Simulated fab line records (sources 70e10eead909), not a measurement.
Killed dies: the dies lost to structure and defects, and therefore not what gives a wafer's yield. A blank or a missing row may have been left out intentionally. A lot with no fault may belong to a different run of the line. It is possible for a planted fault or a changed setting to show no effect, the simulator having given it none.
What tool caused it? / flow nand_harc / 14 lots, 42 wafers sampled, at 5 steps of a route of 1302

## WHAT THE GAUGES SHOWED, per wafer
NHARC_A_M0_CD_MEAS_16.
lot=L268; measured=day 22 04:58; on=cd_sem-02; cd_nm (nm)=80.0 80.8 80.1
lot=L271; measured=day 23 10:08; on=cd_sem-02; cd_nm (nm)=79.9 80.3 79.6
lot=L273; measured=day 24 18:55; on=cd_sem-02; cd_nm (nm)=79.9 79.9 80.8
lot=L275; measured=day 25 17:37; on=cd_sem-03; cd_nm (nm)=79.9 81.5 80.4
lot=L274; measured=day 25 23:48; on=cd_sem-02; cd_nm (nm)=82.1 80.7 80.6
lot=L279; measured=day 26 23:00; on=cd_sem-03; cd_nm (nm)=80.0 79.8 79.9
lot=L281; measured=day 28 18:35; on=cd_sem-02; cd_nm (nm)=81.1 79.1 80.5
lot=L284; measured=day 28 21:56; on=cd_sem-03; cd_nm (nm)=80.8 80.3 80.0
lot=L285; measured=day 29 23:46; on=cd_sem-02; cd_nm (nm)=79.6 79.5 79.6
lot=L287; measured=day 30 10:49; on=cd_sem-01; cd_nm (nm)=79.8 80.3 78.7
lot=L288; measured=day 30 17:26; on=cd_sem-01; cd_nm (nm)=79.1 80.5 79.8
lot=L286; measured=day 30 17:43; on=cd_sem-01; cd_nm (nm)=79.0 79.4 81.5
lot=L289; measured=day 31 03:14; on=cd_sem-01; cd_nm (nm)=80.0 80.2 79.8
lot=L291; measured=day 31 19:16; on=cd_sem-03; cd_nm (nm)=79.4 78.2 78.9

NHARC_END_SORT_01.
lot=L275; measured=day 27 10:55; on=prober-02; defect_limited_yield (%)=0 0 0; killed_at_array=671 672 674; killed_at_other=6 3 1; killed_at_periphery=0 2 2; killed_dies=677 677 677; killed_open=5 3 7; killed_short=2 3 2

## WHAT TOOL EACH LOT RAN ON (gives the tool, then ch and the chambers of the sampled wafers, and finally the start)
lot=L268; NHARC_A_BLC_CMP_25=cmp-01 ch 1,2,3, day 22 03:13; NHARC_A_M0_PRE_CLEAN_29=pvd_sputter-02, day 22 05:50 or earlier; NHARC_A_M0_PVD_21=pvd_sputter-02, day 22 05:50
lot=L271; NHARC_A_BLC_CMP_25=cmp-03 ch 0,1,3, day 23 08:26; NHARC_A_M0_PRE_CLEAN_29=pvd_sputter-03, day 23 11:04 or earlier; NHARC_A_M0_PVD_21=pvd_sputter-03, day 23 11:04
lot=L273; NHARC_A_BLC_CMP_25=cmp-04 ch 1,2,3, day 24 16:44; NHARC_A_M0_PRE_CLEAN_29=pvd_sputter-02, day 24 19:47 or earlier; NHARC_A_M0_PVD_21=pvd_sputter-02, day 24 19:47
lot=L275; NHARC_A_BLC_CMP_25=cmp-03 ch 0,2,3, day 25 15:50; NHARC_A_M0_PRE_CLEAN_29=pvd_sputter-02, day 25 18:27 or earlier; NHARC_A_M0_PVD_21=pvd_sputter-02, day 25 18:27
lot=L274; NHARC_A_BLC_CMP_25=cmp-03 ch 0,1, day 25 22:08; NHARC_A_M0_PRE_CLEAN_29=pvd_sputter-02, day 26 00:38 or earlier; NHARC_A_M0_PVD_21=pvd_sputter-02, day 26 00:38
lot=L279; NHARC_A_BLC_CMP_25=cmp-04 ch 0,1,3, day 26 21:11; NHARC_A_M0_PRE_CLEAN_29=pvd_sputter-02, day 26 23:55 or earlier; NHARC_A_M0_PVD_21=pvd_sputter-02, day 26 23:55
lot=L281; NHARC_A_BLC_CMP_25=cmp-04 ch 0,1,3, day 28 16:50; NHARC_A_M0_PRE_CLEAN_29=pvd_sputter-03, day 28 19:27 or earlier; NHARC_A_M0_PVD_21=pvd_sputter-03, day 28 19:27
lot=L284; NHARC_A_BLC_CMP_25=cmp-03 ch 2,3, day 28 20:04; NHARC_A_M0_PRE_CLEAN_29=pvd_sputter-03, day 28 22:47 or earlier; NHARC_A_M0_PVD_21=pvd_sputter-03, day 28 22:47
lot=L285; NHARC_A_BLC_CMP_25=cmp-03 ch 0,1,2, day 29 22:10; NHARC_A_M0_PRE_CLEAN_29=pvd_sputter-02, day 30 00:37 or earlier; NHARC_A_M0_PVD_21=pvd_sputter-02, day 30 00:37
lot=L287; NHARC_A_BLC_CMP_25=cmp-03 ch 0,1,3, day 30 09:10; NHARC_A_M0_PRE_CLEAN_29=pvd_sputter-01, day 30 11:39 or earlier; NHARC_A_M0_PVD_21=pvd_sputter-01, day 30 11:39
lot=L288; NHARC_A_BLC_CMP_25=cmp-01 ch 0,1,3, day 30 15:46; NHARC_A_M0_PRE_CLEAN_29=pvd_sputter-02, day 30 18:16 or earlier; NHARC_A_M0_PVD_21=pvd_sputter-02, day 30 18:16
lot=L286; NHARC_A_BLC_CMP_25=cmp-04 ch 0,1,2, day 30 16:01; NHARC_A_M0_PRE_CLEAN_29=pvd_sputter-03, day 30 18:34 or earlier; NHARC_A_M0_PVD_21=pvd_sputter-03, day 30 18:34
lot=L289; NHARC_A_BLC_CMP_25=cmp-04 ch 0,3, day 31 01:25; NHARC_A_M0_PRE_CLEAN_29=pvd_sputter-01, day 31 04:06 or earlier; NHARC_A_M0_PVD_21=pvd_sputter-01, day 31 04:06
lot=L291; NHARC_A_BLC_CMP_25=cmp-04 ch 1,2, day 31 17:28; NHARC_A_M0_PRE_CLEAN_29=pvd_sputter-01, day 31 20:07 or earlier; NHARC_A_M0_PVD_21=pvd_sputter-01, day 31 20:07
- NHARC_A_BLC_CMP_25: polishes, t overpolish 30 s, target thk 150 nm.
- NHARC_A_M0_PRE_CLEAN_29: time 30 s.
- NHARC_A_M0_PVD_21: deposits Cu, target thk 30 nm, time 20.49 s.

## AS READ BY THE TOOLS THEMSELVES (means over the sampled wafers that have a number; for cases with no such wafer, the mark the record gives instead)
NHARC_A_BLC_CMP_25.
lot=L268; tool=cmp-01; motor_current_A (A)=10.8; overpolish_run_s (s)=30.004; slurry_filter_dp_kPa (kPa)=13.57; time_to_endpoint_s (s)=29.2
lot=L271; tool=cmp-03; motor_current_A (A)=12.1; overpolish_run_s (s)=29.998; slurry_filter_dp_kPa (kPa)=13.48; time_to_endpoint_s (s)=29.4
lot=L273; tool=cmp-04; motor_current_A (A)=12.5; overpolish_run_s (s)=30.006; slurry_filter_dp_kPa (kPa)=13.42; time_to_endpoint_s (s)=31.6
lot=L275; tool=cmp-03; motor_current_A (A)=11.8; overpolish_run_s (s)=29.999; slurry_filter_dp_kPa (kPa)=13.58; time_to_endpoint_s (s)=31.3
lot=L274; tool=cmp-03; motor_current_A (A)=11.7; overpolish_run_s (s)=30.011; slurry_filter_dp_kPa (kPa)=13.51; time_to_endpoint_s (s)=28.3
lot=L279; tool=cmp-04; motor_current_A (A)=13.1; overpolish_run_s (s)=30.007; slurry_filter_dp_kPa (kPa)=13.50; time_to_endpoint_s (s)=32.0
lot=L281; tool=cmp-04; motor_current_A (A)=12.8; overpolish_run_s (s)=30.002; slurry_filter_dp_kPa (kPa)=13.29; time_to_endpoint_s (s)=31.0
lot=L284; tool=cmp-03; motor_current_A (A)=12.0; overpolish_run_s (s)=30.005; slurry_filter_dp_kPa (kPa)=13.52; time_to_endpoint_s (s)=31.4
lot=L285; tool=cmp-03; motor_current_A (A)=11.5; overpolish_run_s (s)=30.002; slurry_filter_dp_kPa (kPa)=13.44; time_to_endpoint_s (s)=28.2
lot=L287; tool=cmp-03; motor_current_A (A)=12.2; overpolish_run_s (s)=29.992; slurry_filter_dp_kPa (kPa)=13.53; time_to_endpoint_s (s)=29.3
lot=L288; tool=cmp-01; motor_current_A (A)=10.5; overpolish_run_s (s)=30.004; slurry_filter_dp_kPa (kPa)=13.49; time_to_endpoint_s (s)=30.6
lot=L286; tool=cmp-04; motor_current_A (A)=11.7; overpolish_run_s (s)=30.004; slurry_filter_dp_kPa (kPa)=13.47; time_to_endpoint_s (s)=32.7
lot=L289; tool=cmp-04; motor_current_A (A)=13.1; overpolish_run_s (s)=29.997; slurry_filter_dp_kPa (kPa)=13.54; time_to_endpoint_s (s)=32.8
lot=L291; tool=cmp-04; motor_current_A (A)=11.1; overpolish_run_s (s)=30.005; slurry_filter_dp_kPa (kPa)=13.67; time_to_endpoint_s (s)=27.7

NHARC_A_M0_PRE_CLEAN_29.
lot=L268; tool=pvd_sputter-02; heater_power_w (W)=369
lot=L271; tool=pvd_sputter-03; heater_power_w (W)=398
lot=L273; tool=pvd_sputter-02; heater_power_w (W)=404
lot=L275; tool=pvd_sputter-02; heater_power_w (W)=369
lot=L274; tool=pvd_sputter-02; heater_power_w (W)=372
lot=L279; tool=pvd_sputter-02; heater_power_w (W)=378
lot=L281; tool=pvd_sputter-03; heater_power_w (W)=422
lot=L284; tool=pvd_sputter-03; heater_power_w (W)=413
lot=L285; tool=pvd_sputter-02; heater_power_w (W)=375
lot=L287; tool=pvd_sputter-01; heater_power_w (W)=434
lot=L288; tool=pvd_sputter-02; heater_power_w (W)=386
lot=L286; tool=pvd_sputter-03; heater_power_w (W)=408
lot=L289; tool=pvd_sputter-01; heater_power_w (W)=416
lot=L291; tool=pvd_sputter-01; heater_power_w (W)=433

NHARC_A_M0_PVD_21.
lot=L268; tool=pvd_sputter-02; cathode_dc_power_W (W)=4999.9; chamber_pressure_pa (Pa)=4.992; throttle_valve_pct (%)=29.9
lot=L271; tool=pvd_sputter-03; cathode_dc_power_W (W)=5000.5; chamber_pressure_pa (Pa)=5.006; throttle_valve_pct (%)=29.9
lot=L273; tool=pvd_sputter-02; cathode_dc_power_W (W)=-; chamber_pressure_pa (Pa)=-; throttle_valve_pct (%)=-
lot=L275; tool=pvd_sputter-02; cathode_dc_power_W (W)=-; chamber_pressure_pa (Pa)=-; throttle_valve_pct (%)=-
lot=L274; tool=pvd_sputter-02; cathode_dc_power_W (W)=5000.0; chamber_pressure_pa (Pa)=4.993; throttle_valve_pct (%)=28.9
lot=L279; tool=pvd_sputter-02; cathode_dc_power_W (W)=5000.1; chamber_pressure_pa (Pa)=4.991; throttle_valve_pct (%)=30.7
lot=L281; tool=pvd_sputter-03; cathode_dc_power_W (W)=5000.7; chamber_pressure_pa (Pa)=4.995; throttle_valve_pct (%)=29.7
lot=L284; tool=pvd_sputter-03; cathode_dc_power_W (W)=4999.9; chamber_pressure_pa (Pa)=4.998; throttle_valve_pct (%)=30.2
lot=L285; tool=pvd_sputter-02; cathode_dc_power_W (W)=5000.5; chamber_pressure_pa (Pa)=4.998; throttle_valve_pct (%)=31.0
lot=L287; tool=pvd_sputter-01; cathode_dc_power_W (W)=4999.3; chamber_pressure_pa (Pa)=5.000; throttle_valve_pct (%)=29.8
lot=L288; tool=pvd_sputter-02; cathode_dc_power_W (W)=4999.8; chamber_pressure_pa (Pa)=5.008; throttle_valve_pct (%)=30.3
lot=L286; tool=pvd_sputter-03; cathode_dc_power_W (W)=5000.2; chamber_pressure_pa (Pa)=4.999; throttle_valve_pct (%)=29.5
lot=L289; tool=pvd_sputter-01; cathode_dc_power_W (W)=4999.6; chamber_pressure_pa (Pa)=4.992; throttle_valve_pct (%)=30.0
lot=L291; tool=pvd_sputter-01; cathode_dc_power_W (W)=4999.9; chamber_pressure_pa (Pa)=5.005; throttle_valve_pct (%)=30.0

## THE ANSWER, worked out from the rows above alone
Rule: what is usual is taken from the lots themselves. The widest of any qualifying gaps counts: lots, ordered by their means at a reading, are off when they make up no more than a third of the lots, leave a main group of 4 or more, and stand apart from it by 3 or more times the standard deviation of that group's means. A main group whose means are all the same, to the digits that the tables above print for the reading, isn't used. A lot without any number at a reading at which 4 lots or more have one is off too. Any other lot the step has rows for is counted as sound. The gauges are gone through in route order, then the tools' own readings, and for those a lot's mean is taken as printed above. At the first step where some lot is off, the reading lying furthest off is the one used; lots without a number count as furthest.
Off, at NHARC_A_M0_PVD_21 on cathode_dc_power_W: L273, L275. Without a number there: L273, L275. The main group has a mean of 5000.0 W with a standard deviation of 0.38.
A tool fits if, at that step or a process step before it, it ran every lot that is off, and no sound lot after the first of them. Because NHARC_A_M0_PRE_CLEAN_29 lacks a start for some lots, the hours and order of its lots are taken from NHARC_A_M0_PVD_21. No candidate that was tried fits.

## WHAT THE SIMULATOR HAD INSERTED
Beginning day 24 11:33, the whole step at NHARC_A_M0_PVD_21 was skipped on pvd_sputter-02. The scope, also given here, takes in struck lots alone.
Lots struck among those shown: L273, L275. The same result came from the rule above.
